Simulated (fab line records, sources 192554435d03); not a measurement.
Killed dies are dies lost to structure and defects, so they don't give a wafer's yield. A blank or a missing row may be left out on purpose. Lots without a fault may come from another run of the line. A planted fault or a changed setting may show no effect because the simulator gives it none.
One fault seen from 2 desks | flow n5_finfet | each desk has only its own numbers; what lay behind them comes last

THE METROLOGY DESK
What the gauges read, lot by lot, whatever tool the lot ran on: means of the sampled wafers that have a number. A lot is out of limits, marked OUT, if its mean lies more than 4 standard deviations from the usual mean; the brackets give that distance.
Columns: A = cd_nm at N5_BEOL_M6_CD_MEAS_18, usual 39.7 nm; B = cd_nm at N5_BEOL_M6_CD_MEAS_35, usual 39.6 nm
lot  | first seen here | A    | B
L183 | day 8 16:41     | 39.6 | 39.5
L184 | day 9 09:33     | 40.6 | 40.5
L185 | day 9 10:56     | 40.0 | 39.9
L187 | day 9 17:26     | 39.8 | 39.9
L188 | day 10 13:28    | 39.0 | 38.8
L189 | day 10 21:33    | 40.0 | 39.7
L190 | day 11 12:13    | 39.6 | 39.6
L195 | day 12 13:41    | 39.5 | 39.3
L196 | day 12 13:56    | 38.8 | 38.8
L200 | day 13 13:53    | 41.2 | 41.0
L202 | day 14 14:11    | 39.3 | 39.3
L203 | day 14 14:44    | 40.4 | 40.3
This desk's finding: nothing out of limits on any of the 12 lots.

THE TOOL OWNER'S DESK: rie_diel-01
The tool's own readings at N5_BEOL_M6_VIA_ETCH_34 (etches SiCOH lowk in C4F6/O2, target depth 126.3 nm, time 50.9 s): means of the sampled wafers that have a number, for each lot that ran on this tool. A lot is out of limits, marked OUT, if its mean lies more than 4 standard deviations from the usual mean; the brackets give that distance.
Columns: A = drypump_motor_current_A at N5_BEOL_M6_VIA_ETCH_34, usual 5.6 A; B = oes_product_au at N5_BEOL_M6_VIA_ETCH_34, usual 0.82 a.u.; C = rf_vpp_V at N5_BEOL_M6_VIA_ETCH_34, usual 667 V; D = showerhead_plenum_p_Torr at N5_BEOL_M6_VIA_ETCH_34, usual 2.91 Torr; E = throttle_valve_pct at N5_BEOL_M6_VIA_ETCH_34, usual 20.93 %
lot  | first seen here | A   | B    | C   | D    | E
L185 | day 9 15:06     | 5.5 | 0.79 | 656 | 2.91 | 21.01
L189 | day 10 22:59    | 5.6 | 0.83 | 650 | 2.96 | 21.10
L190 | day 11 12:58    | 5.5 | 0.78 | 655 | 2.94 | 21.01
L200 | day 13 15:48    | 5.8 | 0.98 | 666 | 2.94 | 20.94
L202 | day 14 17:08    | 5.8 | 0.84 | 657 | 2.90 | 21.05
L203 | day 14 17:32    | 5.7 | 0.92 | 662 | 2.92 | 20.99
This desk's finding: nothing out of limits on any of the 6 lots.

PUT TOGETHER
The metrology desk saw nothing out of limits.
The tool owner's desk saw nothing out of limits.

WHAT THE SIMULATOR HAD PUT IN
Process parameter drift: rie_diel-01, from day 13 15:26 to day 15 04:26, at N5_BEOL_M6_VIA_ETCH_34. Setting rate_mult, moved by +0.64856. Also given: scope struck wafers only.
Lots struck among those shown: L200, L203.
